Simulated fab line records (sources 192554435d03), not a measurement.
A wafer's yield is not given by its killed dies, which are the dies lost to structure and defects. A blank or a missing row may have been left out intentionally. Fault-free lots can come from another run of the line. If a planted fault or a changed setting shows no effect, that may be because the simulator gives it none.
Split-lot experiment -- flow n5Finfet -- on a route of 1938 steps: 7 lots, 39 wafers read

THE SPLIT ITSELF
At N5_BEOL_M5_TRENCH_ETCH_37 (etches SiCOH lowk in C4F6/O2, target depth 71.652 nm, time 24.7 s), the setting timeS was moved away from the recipe's 24.7 s on 15 of the 39 wafers read, by -59.7% to +35.8%. The other wafers ran this setting at the recipe's value.

FROM THE SPLIT TO THE READING: what the file shows between them, 13 steps
- N5_BEOL_M5_ETCH_41: etches SiCN in CH3F/O2, target depth 31.5 nm, time 56.7 s
- N5_BEOL_M5_STRIP_91: strips in N2/H2, time 10 s
- N5_BEOL_M5_OCD_MEAS_38
- N5_BEOL_M5_HM_STRIP_39: strips TiN in peroxide tin strip, target depth 25 nm, time 158 s
- N5_BEOL_M5_SRD_40: time 30 s
- N5_BEOL_M5_ECD_50: material Cu, target thk 300 nm
- N5_BEOL_M5_ANNEAL_51: time 90 s
- N5_BEOL_M5_CMP_52: polishes, stops on SiCOH lowk, t overpolish 6.9 s, target thk 62 nm
- N5_BEOL_M5_THK_MEAS_53: measures by xrf
- N5_BEOL_M5_PRE_CLEAN_77: time 15 s
- N5_BEOL_M5_CO_CAP_78: material Co, precursor CCTBA/H2, target thk 2 nm, time 102.1 s
- N5_BEOL_M5_PRE_CLEAN_55: time 15 s
- N5_BEOL_M5_DEP_56: deposits SiCN from 3MS/NH3, target thk 8 nm, time 14 s

THE READING
M5_RS (ohm/sq), read at N5_BEOL_M5_RS_MEAS_57 with a four-point probe. Fault-free wafers of this fab line usually give 0.395 ohm/sq, standard deviation 0.012 ohm/sq.

wafer,"tool, chamber at the split","timeS as run, s",against the recipe,"M5_RS, ohm/sq",against lot-mates on the recipe
L076.1,"rieDiel-06, 3",19.05,-22.9%,0.595,+0.187
L076.2,"rieDiel-06, 1",19.05,-22.9%,0.556,+0.148
L076.3,"rieDiel-06, 2",24.7,recipe,0.414,-
L076.4,"rieDiel-06, 1",19.05,-22.9%,0.550,+0.142
L076.5,"rieDiel-06, 3",24.7,recipe,0.404,-
L076.6,"rieDiel-06, 2",24.7,recipe,0.407,-
L077.1,"rieDiel-06, 1",33.55,+35.8%,0.254,-0.145
L077.2,"rieDiel-06, 0",33.55,+35.8%,0.249,-0.150
L077.3,"rieDiel-06, 2",24.7,recipe,0.400,-
L077.4,"rieDiel-06, 3",24.7,recipe,0.399,-
L077.5,"rieDiel-06, 3",24.7,recipe,0.398,-
L077.6,"rieDiel-06, 2",33.55,+35.8%,0.270,-0.129
L084.1,"rieDiel-01, 2",9.96,-59.7%,1.724,+1.328
L084.2,"rieDiel-01, 0",9.96,-59.7%,1.513,+1.117
L084.3,"rieDiel-01, 1",9.96,-59.7%,1.566,+1.170
L084.4,"rieDiel-01, 3",24.7,recipe,0.409,-
L084.5,"rieDiel-01, 0",24.7,recipe,0.397,-
L084.6,"rieDiel-01, 1",24.7,recipe,0.381,-
L085.1,"rieDiel-02, 2",14.33,-42.0%,0.913,+0.517
L085.2,"rieDiel-02, 1",24.7,recipe,0.408,-
L085.3,"rieDiel-02, 0",24.7,recipe,0.385,-
L085.4,"rieDiel-02, 3",14.33,-42.0%,0.947,+0.551
L085.5,"rieDiel-02, 2",24.7,recipe,0.394,-
L085.6,"rieDiel-02, 1",14.33,-42.0%,0.995,+0.599
L086.2,"rieDiel-01, 2",24.7,recipe,0.381,-
L086.3,"rieDiel-01, 1",24.7,recipe,0.406,-
L086.4,"rieDiel-01, 1",24.7,recipe,0.397,-
L089.1,"rieDiel-01, 1",32.58,+31.9%,0.277,-0.122
L089.2,"rieDiel-01, 0",24.7,recipe,0.402,-
L089.3,"rieDiel-01, 2",24.7,recipe,0.395,-
L089.4,"rieDiel-01, 1",24.7,recipe,0.399,-
L089.5,"rieDiel-01, 0",32.58,+31.9%,0.274,-0.125
L089.6,"rieDiel-01, 2",32.58,+31.9%,0.269,-0.130
L091.1,"rieDiel-06, 3",24.7,recipe,0.398,-
L091.2,"rieDiel-06, 1",24.7,recipe,0.400,-
L091.3,"rieDiel-06, 0",24.7,recipe,0.391,-
L091.4,"rieDiel-06, 2",24.7,recipe,0.421,-
L091.5,"rieDiel-06, 3",24.7,recipe,0.409,-
L091.6,"rieDiel-06, 2",24.7,recipe,0.408,-

THE FIT
A straight line over all 39 wafers: M5_RS changes by -0.0127 ohm/sq for each +1% of timeS; r = -0.89; the points scatter about the line by 0.16 ohm/sq.
The same after taking each lot's own level away (the mean of its wafers on the recipe; 39 wafers): -0.0128 ohm/sq for each +1%; r = -0.89; scatter 0.17 ohm/sq.
According to that fit, moving timeS by its largest amount changes the reading by 0.76 ohm/sq.
The span of the lots' own levels, 0.3947 to 0.4083 ohm/sq, comes to 1.1 times the standard deviation stated above.
The two slopes agree, so the slope changes little with the lot-to-lot level.
Check: with one of the wafers moved furthest among these (-59.7%) left out of the fit, the line predicts +0.742 ohm/sq for it against its lot-mates. Against them it came out at +1.33 ohm/sq.

ADDITIONAL SPLITS CARRIED BY THESE WAFERS
These wafers also went through other splits before the reading. Each is held against what the fit with the lots' levels taken away leaves over:
other split on the same wafers,wafers away from the commonest value,r with M5_RS (lot level and that fit taken away)
N5_SDB_ALD_29 aldCycles,12,+0.02
N5_MOL_CONTACT_COAG_ETCHBACK_136 targetDepthA,12,+0.19
N5_BEOL_M1_ILD_DEP_00 timeS,18,+0.11

THE WHOLE CHAIN: every reading that the file lists as answering this split, in the file's order
step,what it does,reading,change (the file's fit),r (the file's)
N5_BEOL_M5_TRENCH_ETCH_37,"etches SiCOH lowk in C4F6/O2, target depth 71.652 nm, time 24.7 s","etch.depthNm (the simulator's own value, which no gauge read)",+0.709 nm for each +1% of the setting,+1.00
N5_BEOL_M5_TRENCH_ETCH_37,"etches SiCOH lowk in C4F6/O2, target depth 71.652 nm, time 24.7 s","BEOL_M5.featureDepthNm (the simulator's own value, which no gauge read)",+0.71 nm for each +1% of the setting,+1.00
N5_BEOL_M5_TRENCH_ETCH_37,"etches SiCOH lowk in C4F6/O2, target depth 71.652 nm, time 24.7 s","TiN_of_BEOL_M5_HM_DEP_02.thkNm (the simulator's own value, which no gauge read)",-0.0181 nm for each +1% of the setting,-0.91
N5_BEOL_M5_OCD_MEAS_38,,trenchDepthNm,+0.71 nm for each +1% of the setting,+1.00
N5_BEOL_M5_CMP_52,"polishes, stops on SiCOH lowk, t overpolish 6.9 s, target thk 62 nm","Cu_of_BEOL_M5_ECD_50.thkNm (the simulator's own value, which no gauge read)",+0.695 nm for each +1% of the setting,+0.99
N5_BEOL_M5_THK_MEAS_53,measures by xrf,M5_THK,+0.719 for each +1% of the setting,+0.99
N5_BEOL_M5_RS_MEAS_57,measures by four-point-probe,M5_RS,-0.0133 for each +1% of the setting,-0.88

FILE'S OWN FIT
M5_RS changes by -0.0133 ohm/sq for each +1% of timeS, r = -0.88.
